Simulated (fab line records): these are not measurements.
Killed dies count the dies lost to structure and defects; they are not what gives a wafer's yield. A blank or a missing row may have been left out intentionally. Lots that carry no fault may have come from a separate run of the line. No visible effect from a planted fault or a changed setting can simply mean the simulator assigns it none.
Chamber matching || flow nand harc || 3 sister chambers for NHARC_P_M0_PRE_CLEAN_31 on pecvd-04
The step time 12 s. 6 wafers are shown with their chamber, then 8 later ones without.

WAFERS, EACH WITH ITS CHAMBER
{"wafer": "L087.4", "chamber": 1, "heater power w (W)": 598}
{"wafer": "L087.6", "chamber": 2, "heater power w (W)": 615}
{"wafer": "L088.1", "chamber": 0, "heater power w (W)": 657}
{"wafer": "L088.2", "chamber": 1, "heater power w (W)": 507}
{"wafer": "L088.5", "chamber": 2, "heater power w (W)": 622}
{"wafer": "L092.1", "chamber": 0, "heater power w (W)": 617}

WAFERS WITHOUT THEIR CHAMBER
{"wafer": "L092.3", "heater power w (W)": 597}
{"wafer": "L092.4", "heater power w (W)": 607}
{"wafer": "L092.2", "heater power w (W)": 724}
{"wafer": "L092.5", "heater power w (W)": 582}
{"wafer": "L092.6", "heater power w (W)": 730}
{"wafer": "L097.2", "heater power w (W)": 636}
{"wafer": "L097.4", "heater power w (W)": 639}
{"wafer": "L097.6", "heater power w (W)": 524}

EACH ONE'S CHAMBER
{"wafer": "L092.3", "from the rows above": "can't be placed: 2 or 0 or 1", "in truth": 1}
{"wafer": "L092.4", "from the rows above": "can't be placed: 2 or 0 or 1", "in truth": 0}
{"wafer": "L092.2", "from the rows above": "can't be placed: 0 or 2", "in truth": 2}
{"wafer": "L092.5", "from the rows above": "can't be placed: 1 or 2 or 0", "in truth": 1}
{"wafer": "L092.6", "from the rows above": "can't be placed: 0 or 2", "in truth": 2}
{"wafer": "L097.2", "from the rows above": "can't be placed: 0 or 2", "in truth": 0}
{"wafer": "L097.4", "from the rows above": "can't be placed: 0 or 2", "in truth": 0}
{"wafer": "L097.6", "from the rows above": "can't be placed: 1 or 2", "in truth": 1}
0 of 8 placed correctly. Unplaceable from these rows: 8, with the true chamber sitting among the candidates in 8. Number placed wrongly: 0.
How it was worked out, from the rows above alone: a wafer's distance from a chamber is the root of the sum, over the readings, of the square of ((its reading less the chamber's mean) divided by the reading's scatter). If the next closest chamber is less than 2 further off than the closest, the wafer can't be placed; otherwise it belongs to the closest. Each chamber's mean is taken over the wafers shown for it. The scatter: the root of (the sum of the squares of (reading less its chamber's mean) over the shown wafers, divided by (wafers less chambers)).
